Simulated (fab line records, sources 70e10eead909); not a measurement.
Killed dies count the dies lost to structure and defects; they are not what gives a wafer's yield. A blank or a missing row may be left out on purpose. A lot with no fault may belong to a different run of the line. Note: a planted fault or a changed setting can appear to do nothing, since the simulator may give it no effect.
The tool behind it: which one? || flow nand-harc || 14 lots with 42 wafers sampled at 4 steps, on a route of 1159 steps

## WHAT THE GAUGES SHOWED, per wafer
NHARC_A_SLIT_OVL_MEAS_10.
{"lot": "L199", "measured": "day 14 18:55", "on": "overlay-02", "overlay-x-nm (nm)": "-0.7 -1.0 -1.2", "overlay-y-nm (nm)": "-1.7 -1.4 -1.2"}
{"lot": "L200", "measured": "day 14 19:04", "on": "overlay-01", "overlay-x-nm (nm)": "0.5 0.2 1.0", "overlay-y-nm (nm)": "-0.1 -0.4 -0.2"}
{"lot": "L201", "measured": "day 15 16:04", "on": "overlay-01", "overlay-x-nm (nm)": "1.4 0.8 0.9", "overlay-y-nm (nm)": "0.2 0.2 0.6"}
{"lot": "L202", "measured": "day 15 16:35", "on": "overlay-02", "overlay-x-nm (nm)": "1.1 0.1 0.7", "overlay-y-nm (nm)": "0.1 0.2 -0.1"}
{"lot": "L203", "measured": "day 16 06:18", "on": "overlay-02", "overlay-x-nm (nm)": "-0.6 -1.1 -0.6", "overlay-y-nm (nm)": "-0.5 -0.3 -0.4"}
{"lot": "L205", "measured": "day 16 21:52", "on": "overlay-02", "overlay-x-nm (nm)": "-0.9 -1.5 -1.3", "overlay-y-nm (nm)": "0.9 1.0 0.5"}
{"lot": "L210", "measured": "day 17 16:20", "on": "overlay-01", "overlay-x-nm (nm)": "-0.5 -0.2 -0.6", "overlay-y-nm (nm)": "-1.2 -1.3 -1.3"}
{"lot": "L211", "measured": "day 18 06:00", "on": "overlay-01", "overlay-x-nm (nm)": "-0.8 -0.5 -1.2", "overlay-y-nm (nm)": "-0.3 -0.8 -0.3"}
{"lot": "L212", "measured": "day 18 12:33", "on": "overlay-02", "overlay-x-nm (nm)": "0.7 1.2 0.4", "overlay-y-nm (nm)": "-0.5 0.2 -0.4"}
{"lot": "L214", "measured": "day 18 19:08", "on": "overlay-01", "overlay-x-nm (nm)": "-0.7 -0.4 -0.7", "overlay-y-nm (nm)": "-0.9 0.2 0.2"}
{"lot": "L216", "measured": "day 19 14:15", "on": "overlay-01", "overlay-x-nm (nm)": "-0.1 0.4 0.2", "overlay-y-nm (nm)": "2.0 2.0 2.2"}
{"lot": "L217", "measured": "day 19 16:56", "on": "overlay-02", "overlay-x-nm (nm)": "-2.9 -3.4 -3.0", "overlay-y-nm (nm)": "-1.2 -1.6 -1.5"}
{"lot": "L218", "measured": "day 19 17:17", "on": "overlay-01", "overlay-x-nm (nm)": "-0.5 -0.6 -1.1", "overlay-y-nm (nm)": "1.0 1.3 1.9"}
{"lot": "L219", "measured": "day 20 16:25", "on": "overlay-02", "overlay-x-nm (nm)": "-1.8 -2.3 -1.7", "overlay-y-nm (nm)": "0.0 0.8 0.3"}

NHARC_A_SIN_REMOVE_INSPECT_04.
{"lot": "L199", "measured": "day 15 06:14", "on": "defect-inspect-02", "raw-defect-count": "344 412 299"}
{"lot": "L200", "measured": "day 15 06:14", "on": "defect-inspect-01", "raw-defect-count": "354 425 384"}
{"lot": "L201", "measured": "day 16 03:39", "on": "defect-inspect-01", "raw-defect-count": 217}
{"lot": "L202", "measured": "day 16 03:42", "on": "defect-inspect-01", "raw-defect-count": "368 433 297"}
{"lot": "L203", "measured": "day 16 20:19", "on": "defect-inspect-02", "raw-defect-count": "302 276"}
{"lot": "L205", "measured": "day 17 11:51", "on": "defect-inspect-02", "raw-defect-count": "211 245 382"}
{"lot": "L210", "measured": "day 18 03:22", "on": "defect-inspect-02", "raw-defect-count": "325 277 288"}
{"lot": "L211", "measured": "day 18 17:22", "on": "defect-inspect-02", "raw-defect-count": "272 431 201"}
{"lot": "L212", "measured": "day 18 23:47", "on": "defect-inspect-01", "raw-defect-count": "301 316 345"}
{"lot": "L214", "measured": "day 19 07:19", "on": "defect-inspect-02", "raw-defect-count": "367 535 588"}
{"lot": "L216", "measured": "day 20 01:25", "on": "defect-inspect-02", "raw-defect-count": "240 263 309"}
{"lot": "L217", "measured": "day 20 06:12", "on": "defect-inspect-01", "raw-defect-count": "254 408 266"}
{"lot": "L218", "measured": "day 20 06:12", "on": "defect-inspect-02", "raw-defect-count": "269 374 268"}
{"lot": "L219", "measured": "day 21 06:31", "on": "defect-inspect-01", "raw-defect-count": "244 186 341"}

## WHAT TOOL EACH LOT RAN ON (gives the tool, then ch and the chambers of the sampled wafers, and finally the start)
{"lot": "L199", "NHARC_A_SLIT_DEP_23": "pecvd-02 ch 1,2, day 14 18:13", "NHARC_A_SLIT_ETCH_29": "rie-diel-04 ch 1,3, day 14 21:55"}
{"lot": "L200", "NHARC_A_SLIT_DEP_23": "pecvd-03 ch 1,2, day 14 18:16", "NHARC_A_SLIT_ETCH_29": "rie-diel-04 ch 1,2,3, day 14 22:11"}
{"lot": "L201", "NHARC_A_SLIT_DEP_23": "pecvd-02 ch 0,1,2, day 15 15:18", "NHARC_A_SLIT_ETCH_29": "rie-diel-04 ch 0,3, day 15 19:01"}
{"lot": "L202", "NHARC_A_SLIT_DEP_23": "pecvd-01 ch 0,2, day 15 15:58", "NHARC_A_SLIT_ETCH_29": "rie-diel-01 ch 0,2,3, day 15 19:34"}
{"lot": "L203", "NHARC_A_SLIT_DEP_23": "pecvd-03 ch 0,1,2, day 16 05:39", "NHARC_A_SLIT_ETCH_29": "rie-diel-04 ch 0,1,3, day 16 12:02"}
{"lot": "L205", "NHARC_A_SLIT_DEP_23": "pecvd-02 ch 0,1,2, day 16 21:14", "NHARC_A_SLIT_ETCH_29": "rie-diel-01 ch 0,1,3, day 17 03:31"}
{"lot": "L210", "NHARC_A_SLIT_DEP_23": "pecvd-03 ch 0,2, day 17 15:42", "NHARC_A_SLIT_ETCH_29": "rie-diel-01 ch 1,2, day 17 19:19"}
{"lot": "L211", "NHARC_A_SLIT_DEP_23": "pecvd-02 ch 0,2, day 18 05:22", "NHARC_A_SLIT_ETCH_29": "rie-diel-01 ch 2,3, day 18 09:02"}
{"lot": "L212", "NHARC_A_SLIT_DEP_23": "pecvd-03 ch 1,2, day 18 11:54", "NHARC_A_SLIT_ETCH_29": "rie-diel-01 ch 0,3, day 18 15:32"}
{"lot": "L214", "NHARC_A_SLIT_DEP_23": "pecvd-03 ch 0,2, day 18 18:22", "NHARC_A_SLIT_ETCH_29": "rie-diel-10 ch 1,2,3, day 19 00:44"}
{"lot": "L216", "NHARC_A_SLIT_DEP_23": "pecvd-03 ch 0,1,2, day 19 13:30", "NHARC_A_SLIT_ETCH_29": "rie-diel-10 ch 0,2, day 19 17:13"}
{"lot": "L217", "NHARC_A_SLIT_DEP_23": "pecvd-03 ch 0,1,2, day 19 16:10", "NHARC_A_SLIT_ETCH_29": "rie-diel-01 ch 0,1,2, day 19 19:55"}
{"lot": "L218", "NHARC_A_SLIT_DEP_23": "pecvd-02 ch 0,2, day 19 16:32", "NHARC_A_SLIT_ETCH_29": "rie-diel-04 ch 1,2,3, day 19 20:17"}
{"lot": "L219", "NHARC_A_SLIT_DEP_23": "pecvd-02 ch 0,2, day 20 15:41", "NHARC_A_SLIT_ETCH_29": "rie-diel-10 ch 0,2,3, day 20 23:04"}
- NHARC_A_SLIT_DEP_23: deposits SiON, target thk 100 nm.
- NHARC_A_SLIT_ETCH_29: etches the open film in CF4/O2, target depth 100 nm, overetch 10 nm, time 55 s.

## AS READ BY THE TOOLS THEMSELVES (means over the sampled wafers that have a number; for cases with no such wafer, the mark the record gives instead)
NHARC_A_SLIT_DEP_23.
{"lot": "L199", "tool": "pecvd-02", "heater-power-w (W)": 702, "showerhead-vpp-V (V)": 1160}
{"lot": "L200", "tool": "pecvd-03", "heater-power-w (W)": 770, "showerhead-vpp-V (V)": 1180}
{"lot": "L201", "tool": "pecvd-02", "heater-power-w (W)": 846, "showerhead-vpp-V (V)": 1118}
{"lot": "L202", "tool": "pecvd-01", "heater-power-w (W)": 707, "showerhead-vpp-V (V)": 1149}
{"lot": "L203", "tool": "pecvd-03", "heater-power-w (W)": 806, "showerhead-vpp-V (V)": 1123}
{"lot": "L205", "tool": "pecvd-02", "heater-power-w (W)": 818, "showerhead-vpp-V (V)": 1127}
{"lot": "L210", "tool": "pecvd-03", "heater-power-w (W)": 813, "showerhead-vpp-V (V)": 1103}
{"lot": "L211", "tool": "pecvd-02", "heater-power-w (W)": 849, "showerhead-vpp-V (V)": 1076}
{"lot": "L212", "tool": "pecvd-03", "heater-power-w (W)": 695, "showerhead-vpp-V (V)": 1164}
{"lot": "L214", "tool": "pecvd-03", "heater-power-w (W)": 808, "showerhead-vpp-V (V)": 1117}
{"lot": "L216", "tool": "pecvd-03", "heater-power-w (W)": 724, "showerhead-vpp-V (V)": 1114}
{"lot": "L217", "tool": "pecvd-03", "heater-power-w (W)": 752, "showerhead-vpp-V (V)": 1134}
{"lot": "L218", "tool": "pecvd-02", "heater-power-w (W)": 827, "showerhead-vpp-V (V)": 1101}
{"lot": "L219", "tool": "pecvd-02", "heater-power-w (W)": 866, "showerhead-vpp-V (V)": 1060}

NHARC_A_SLIT_ETCH_29.
{"lot": "L199", "tool": "rie-diel-04", "drypump-motor-current-A (A)": 5.6, "mfc-ar-sccm (sccm)": 0.003, "oes-product-au (a.u.)": 1.013, "rf-vpp-V (V)": 198.5, "run-length-s (s)": 76.4, "showerhead-plenum-p-Torr (Torr)": 1.36, "throttle-valve-pct (%)": 13.386}
{"lot": "L200", "tool": "rie-diel-04", "drypump-motor-current-A (A)": 5.5, "mfc-ar-sccm (sccm)": 0.002, "oes-product-au (a.u.)": 1.005, "rf-vpp-V (V)": 198.3, "run-length-s (s)": 76.5, "showerhead-plenum-p-Torr (Torr)": 1.35, "throttle-valve-pct (%)": 13.402}
{"lot": "L201", "tool": "rie-diel-04", "drypump-motor-current-A (A)": 5.7, "mfc-ar-sccm (sccm)": 0.002, "oes-product-au (a.u.)": 0.996, "rf-vpp-V (V)": 196.9, "run-length-s (s)": 72.2, "showerhead-plenum-p-Torr (Torr)": 1.34, "throttle-valve-pct (%)": 13.396}
{"lot": "L202", "tool": "rie-diel-01", "drypump-motor-current-A (A)": 6.4, "mfc-ar-sccm (sccm)": 0.010, "oes-product-au (a.u.)": 0.987, "rf-vpp-V (V)": 198.3, "run-length-s (s)": 76.2, "showerhead-plenum-p-Torr (Torr)": 1.37, "throttle-valve-pct (%)": 13.402}
{"lot": "L203", "tool": "rie-diel-04", "drypump-motor-current-A (A)": 5.7, "mfc-ar-sccm (sccm)": 0.002, "oes-product-au (a.u.)": 1.002, "rf-vpp-V (V)": 199.4, "run-length-s (s)": 74.1, "showerhead-plenum-p-Torr (Torr)": 1.36, "throttle-valve-pct (%)": 13.407}
{"lot": "L205", "tool": "rie-diel-01", "drypump-motor-current-A (A)": 6.0, "mfc-ar-sccm (sccm)": 0.010, "oes-product-au (a.u.)": 0.992, "rf-vpp-V (V)": 198.9, "run-length-s (s)": 76.4, "showerhead-plenum-p-Torr (Torr)": 1.39, "throttle-valve-pct (%)": 13.401}
{"lot": "L210", "tool": "rie-diel-01", "drypump-motor-current-A (A)": 5.5, "mfc-ar-sccm (sccm)": 0.000, "oes-product-au (a.u.)": 0.991, "rf-vpp-V (V)": 198.2, "run-length-s (s)": 75.9, "showerhead-plenum-p-Torr (Torr)": 1.33, "throttle-valve-pct (%)": 13.403}
{"lot": "L211", "tool": "rie-diel-01", "drypump-motor-current-A (A)": 6.3, "mfc-ar-sccm (sccm)": 0.000, "oes-product-au (a.u.)": 0.974, "rf-vpp-V (V)": 198.4, "run-length-s (s)": 75.8, "showerhead-plenum-p-Torr (Torr)": 1.36, "throttle-valve-pct (%)": 13.392}
{"lot": "L212", "tool": "rie-diel-01", "drypump-motor-current-A (A)": 6.4, "mfc-ar-sccm (sccm)": 0.010, "oes-product-au (a.u.)": 0.980, "rf-vpp-V (V)": 199.2, "run-length-s (s)": 76.1, "showerhead-plenum-p-Torr (Torr)": 1.40, "throttle-valve-pct (%)": 13.398}
{"lot": "L214", "tool": "rie-diel-10", "drypump-motor-current-A (A)": 5.3, "mfc-ar-sccm (sccm)": 0.011, "oes-product-au (a.u.)": 0.990, "rf-vpp-V (V)": 199.2, "run-length-s (s)": 76.1, "showerhead-plenum-p-Torr (Torr)": 1.41, "throttle-valve-pct (%)": 13.399}
{"lot": "L216", "tool": "rie-diel-10", "drypump-motor-current-A (A)": 5.7, "mfc-ar-sccm (sccm)": 0.005, "oes-product-au (a.u.)": 1.001, "rf-vpp-V (V)": 197.9, "run-length-s (s)": 76.3, "showerhead-plenum-p-Torr (Torr)": 1.33, "throttle-valve-pct (%)": 13.392}
{"lot": "L217", "tool": "rie-diel-01", "drypump-motor-current-A (A)": 6.0, "mfc-ar-sccm (sccm)": 0.010, "oes-product-au (a.u.)": 0.989, "rf-vpp-V (V)": 197.3, "run-length-s (s)": 76.3, "showerhead-plenum-p-Torr (Torr)": 1.36, "throttle-valve-pct (%)": 13.397}
{"lot": "L218", "tool": "rie-diel-04", "drypump-motor-current-A (A)": 5.5, "mfc-ar-sccm (sccm)": 0.002, "oes-product-au (a.u.)": 1.001, "rf-vpp-V (V)": 198.3, "run-length-s (s)": 76.4, "showerhead-plenum-p-Torr (Torr)": 1.35, "throttle-valve-pct (%)": 13.404}
{"lot": "L219", "tool": "rie-diel-10", "drypump-motor-current-A (A)": 5.5, "mfc-ar-sccm (sccm)": 0.005, "oes-product-au (a.u.)": 1.003, "rf-vpp-V (V)": 198.4, "run-length-s (s)": 76.2, "showerhead-plenum-p-Torr (Torr)": 1.37, "throttle-valve-pct (%)": 13.406}

## THE ANSWER, worked out from the rows above alone
Rule: usual is defined by the lots themselves. The widest of any qualifying gaps counts: lots, ordered by their means at a reading, are off when they make up no more than a third of the lots, leave a main group of 4 or more, and stand apart from it by 3 or more times the standard deviation of that group's means. A main group is skipped when, at the precision printed for the reading in the tables above, its means are all equal. A lot without any number at a reading at which 4 lots or more have one is off too. Where the step has rows for the other lots, those lots are counted as sound. The gauges are gone through in route order, then the tools' own readings, and for those a lot's mean is taken as printed above. At the first step where some lot is off, the reading lying furthest off is the one used; lots without a number count as furthest.
Off, at NHARC_A_SLIT_ETCH_29 on run-length-s: L201, L203. Mean 76.2 s and standard deviation 0.2 in the main group.
A tool fits if, at that step or a process step before it, it ran every lot that is off, and no sound lot after the first of them. No candidate that was tried fits.

## WHAT THE SIMULATOR PUT IN
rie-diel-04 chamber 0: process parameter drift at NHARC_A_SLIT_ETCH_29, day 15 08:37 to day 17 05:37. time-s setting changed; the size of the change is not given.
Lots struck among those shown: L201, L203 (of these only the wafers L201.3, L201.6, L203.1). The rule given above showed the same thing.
